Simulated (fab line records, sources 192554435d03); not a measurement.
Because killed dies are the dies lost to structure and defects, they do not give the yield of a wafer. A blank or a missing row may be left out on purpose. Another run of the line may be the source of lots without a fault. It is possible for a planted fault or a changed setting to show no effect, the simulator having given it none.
Struck lot and sound lot, side by side / flow n5_finfet / 14 steps out of a route of 1938
Sound: wafers L801.1, L801.4, L801.5. The struck wafers were L805.3, L805.4, L805.5. The cause comes at the end.
Order at every step that has rows: each side's tool, ch and its chambers, its first start. Under that, the readings that differ: sound wafers / struck wafers / difference of the means / sigmas: that difference in standard deviations of wafers without a fault.
alike: same words and numbers on both sides, and readings whose means sit less than 2 such deviations apart. not compared: any withheld reading, any reading some wafer has no value for, any bound like >300 that may hide the same value, and any number with overlapping values for which the record gives no deviation.
A row with sigmas, a row that says differs or no value, or rows on one side alone: a step with any of these is where the two part. Non-overlapping numbers with no deviation appear without sigmas and do not part them. A reading that every wafer of one side lacks parts them only if that side has two wafers or more.

first, 1 step without rows for these wafers: N5_GATE_CUT_ETCH_19 (etches SiNx in CH3F/O2, target depth 53.7 nm, time 76.7 s).
N5_GATE_CUT_CUT_ETCH_53: etches W in SF6/Cl2, target depth 79.2 nm.
  sound on rie_metal-01 ch 0,1, day 8 14:24; struck on rie_metal-01 ch 0,1, day 9 11:38
  alike: drypump_motor_current_A, etch_rf_on_time_s, oes_product_au, throttle_valve_pct
  not compared: rf_hours_counter_h
then, 1 step without rows for these wafers: N5_GATE_CUT_CUT_ETCH_54 (etches TiN in Cl2/BCl3, target depth 96.7 nm).
N5_GATE_CUT_CUT_ETCH_55: etches HfO2 in BCl3, target depth 3.2 nm.
  sound on rie_metal-01 ch 0,1, day 8 14:31; struck on rie_metal-01 ch 0,1, day 9 11:44
  alike: drypump_motor_current_A, oes_product_au, throttle_valve_pct
  not compared: rf_hours_counter_h
N5_GATE_CUT_ETCH_47: etches SiO2 in Cl2/BCl3, target depth 10 nm.
  sound on rie_metal-01 ch 0,1, day 8 14:33; struck on rie_metal-01 ch 0,1, day 9 11:46
  alike: drypump_motor_current_A, oes_product_au, throttle_valve_pct
  not compared: rf_hours_counter_h
then, 3 steps without rows for these wafers: N5_GATE_CUT_VAPOR_ETCH_48 (etches TiN in BCl3/Cl2); N5_GATE_CUT_VAPOR_ETCH_49 (etches TiAlC in BCl3/Cl2); N5_GATE_CUT_VAPOR_ETCH_51 (etches HfO2 in BCl3/Cl2).
N5_GATE_CUT_STRIP_21: strips in N2/H2, time 30 s.
  sound on plasma_asher-02 ch 0,1, day 8 14:41; struck on plasma_asher-02 ch 0,1, day 9 11:55
  alike: drypump_motor_current_A, heater_power_w
  not compared: rf_hours_counter_h
then, 2 steps without rows for these wafers: N5_GATE_CUT_STRIP_29 (strips in post etch residue remover, time 60 s); N5_GATE_CUT_SRD_52 (time 30 s).
N5_GATE_CUT_ALD_22: deposits SiNx, target thk 16 nm, pulse time 1 s, ald cycles 320.
  sound on ald_sin-01 ch 0,2, day 8 15:24; struck on ald_sin-01 ch 0,2, day 9 12:04
  alike: heater_power_w, precursor_pulse_height_rel
N5_GATE_CUT_CMP_23: polishes, stops on SiO2, t overpolish 23.4 s, target thk 16 nm.
  sound on cmp-02 ch 0,1,2, day 8 16:53; struck on cmp-02 ch 0,3, day 9 13:35
  no value came back on the struck wafers for any of 5 readings (edge_zone_pressure_frac, head_pressure_psi (psi) and others); on the sound wafers edge_zone_pressure_frac reads 0.995 1.009 0.994
N5_BEOL_M4_RC_MEAS_101:
  the record has rows for the sound wafers here (prober-01 ch 0, day 12 02:20) and none for the struck ones

WHERE THEY PART
At N5_GATE_CUT_CMP_23 first; at N5_BEOL_M4_RC_MEAS_101 last (within this record only).

WHY: what had been put in by the simulator
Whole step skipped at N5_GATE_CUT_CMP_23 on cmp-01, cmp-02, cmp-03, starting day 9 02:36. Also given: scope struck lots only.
